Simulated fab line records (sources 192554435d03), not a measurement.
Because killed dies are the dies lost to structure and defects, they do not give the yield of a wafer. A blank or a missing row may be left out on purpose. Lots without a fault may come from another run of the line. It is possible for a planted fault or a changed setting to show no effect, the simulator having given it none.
Matching of chambers -- flow n5 finfet -- rie diel-04 running N5_BEOL_M4_DESCUM_33: 4 sister chambers
The step chemistry O2, time 7 s. 20 wafers are shown with their chamber, then 10 later ones without.

## EACH WAFER AND ITS CHAMBER
wafer,chamber,drypump motor current A (A),rf fwd power W (W),throttle valve pct (%)
L076.1,2,4.7,49.42,20.38
L076.2,0,5.5,49.33,20.49
L076.6,0,5.5,49.23,20.47
L078.1,1,5.8,49.31,20.58
L078.2,3,5.6,49.85,20.39
L078.4,0,5.5,48.97,20.48
L081.1,3,5.7,49.73,20.40
L081.4,3,5.6,49.86,20.40
L081.6,1,5.7,49.06,20.58
L084.4,0,5.5,49.06,20.23
L084.5,3,5.6,49.54,20.43
L084.6,2,4.7,49.33,20.42
L086.1,3,5.7,49.71,20.41
L086.3,2,4.7,49.37,20.43
L086.5,0,5.6,49.07,20.23
L087.3,3,5.7,49.81,20.43
L087.4,0,5.6,49.08,20.23
L087.6,3,5.7,49.62,20.42
L089.1,2,4.8,49.24,20.44
L089.2,3,5.7,49.53,20.43

SIGNATURES (means of the wafers above)
reading,chamber 0,chamber 1,chamber 2,chamber 3,scatter within a chamber
drypump motor current A,5.533,5.750,4.725,5.662,0.0528
rf fwd power W,49.1233,49.1850,49.3400,49.7062,0.127
throttle valve pct,20.3550,20.5800,20.4175,20.4138,0.0782
Rule: for a wafer and a chamber, the distance is found by dividing, reading by reading, the gap between the wafer's reading and the chamber's mean by the reading's scatter, squaring, summing and taking the root. If the next closest chamber is less than 2 further off than the closest, the wafer can't be placed; otherwise it belongs to the closest. The scatter: the root of (the sum of the squares of (reading less its chamber's mean) over the shown wafers, divided by (wafers less chambers)).

## WAFERS MISSING THEIR CHAMBER
wafer,drypump motor current A (A),rf fwd power W (W),throttle valve pct (%)
L089.6,5.5,49.09,20.23
L092.1,5.5,49.16,20.25
L092.3,5.8,49.17,20.59
L092.4,4.8,49.53,20.43
L094.1,4.7,49.25,20.45
L094.3,5.7,49.75,20.47
L094.5,4.7,49.31,20.46
L097.2,5.7,49.50,20.46
L097.3,4.7,49.23,20.46
L097.5,4.7,49.38,20.46

## CHAMBER TAKEN BY EACH
wafer,from the rows above,in truth
L089.6,0,0
L092.1,0,0
L092.3,1,1
L092.4,2,2
L094.1,2,2
L094.3,3,3
L094.5,2,2
L097.2,can't be placed: 3 or 1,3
L097.3,2,2
L097.5,2,2
Placed correctly: 9 of 10. Cannot be placed on the basis of these rows: 1; the candidates contain the true chamber in 1. Placed wrongly: 0.
